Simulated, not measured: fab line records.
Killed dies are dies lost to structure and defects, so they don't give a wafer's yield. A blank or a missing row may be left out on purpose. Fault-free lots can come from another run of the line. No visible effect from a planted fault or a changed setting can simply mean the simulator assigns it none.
Code-filled problem report in 8D (eight disciplines) form ; flow n5Finfet ; the parts of the form that need people (team, actions taken, sign-off) are left out

1. WHAT WENT WRONG
Mean of killedAtContacts at N5_PASSIVATION_PROBE_49: 1075 across 6 wafers in 2 lots; on wafers with no fault it is 11 (standard deviation 5.6). That is +99 or more standard deviations from the usual mean.
Seen first at day 15 03:49 on prober-01, wafer L386.2. Wafers with a number at this step in the record: 18, from 6 lots. By rule, "out" or "out of limits" means more than 4 standard deviations away from the usual mean. The rest of the wafers with a number are treated as sound.

2. WHAT THIS IS AND IS NOT
question;is;is not
which readings at this step;killedAtContacts, killedDies, killedOnRim;killed_at_M0_to_M3, killedAtOther, killedOpen, killedShort
which lots;L386, L387;L392, L393, L394, L395
which wafers of those lots;all that have a number;-
read on which tools;prober-01;prober-02
when;from day 15 03:49;"up to then (0 sound wafers); but 12 sound wafers of L392, L393, L394, L395 came after"

3. THE SUSPECTS, EACH WITH WHAT RULES IT OUT
Counting: a tool at a process step up to the reading stays a suspect if it ran every lot that is out and no sound lot after the first of them.
- wetBench-04 at N5_MOL_CONTACT_COAG_WET_ETCH_26 (target Co, target depth 13 nm): ruled out as a lasting fault. The sound lots L392, L394 went through it after L386, its earliest lot that is out (day 6 15:14).
- prober-01 at N5_PASSIVATION_PROBE_49: ruled out as a lasting fault. The sound lots L393 went through it after L386, its earliest lot that is out (day 15 03:49).
Left after counting: nothing in the record.

4. THE CAUSE (what the simulator had put in)
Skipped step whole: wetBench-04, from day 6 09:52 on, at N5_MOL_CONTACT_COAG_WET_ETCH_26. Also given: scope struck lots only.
The count ruled it out by mistake, since the rule takes a fault to strike every lot its tool runs from the start of the fault on, and this one did not do so.

5. SEQUENCE OF EFFECTS, ordered by route
Rows list readings where the struck wafers' mean (over those with a number) sits beyond 3 standard deviations from the usual. Only readings whose record carries a usual standard deviation are examined. hours: median over the lots of the time between each lot's start at the first step of this table that gives one and its start at this step. sigmas: the change, counted in usual standard deviations.
hours;step;reading;usual;on struck wafers;change;sigmas
0;N5_PASSIVATION_PROBE_49;killedAtContacts;11;1075;+1064;+99 or more
0;N5_PASSIVATION_PROBE_49;killedDies;105;1180;+1075;+63
0;N5_PASSIVATION_PROBE_49;killedOnRim;14;152;+138;+41
The process steps in it:
- N5_PASSIVATION_PROBE_49

6. WHAT WOULD HAVE CAUGHT IT SOONER
210 hours passed between the start of the fault at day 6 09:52 and the first reading out of limits in this record, taken at day 15 03:49.
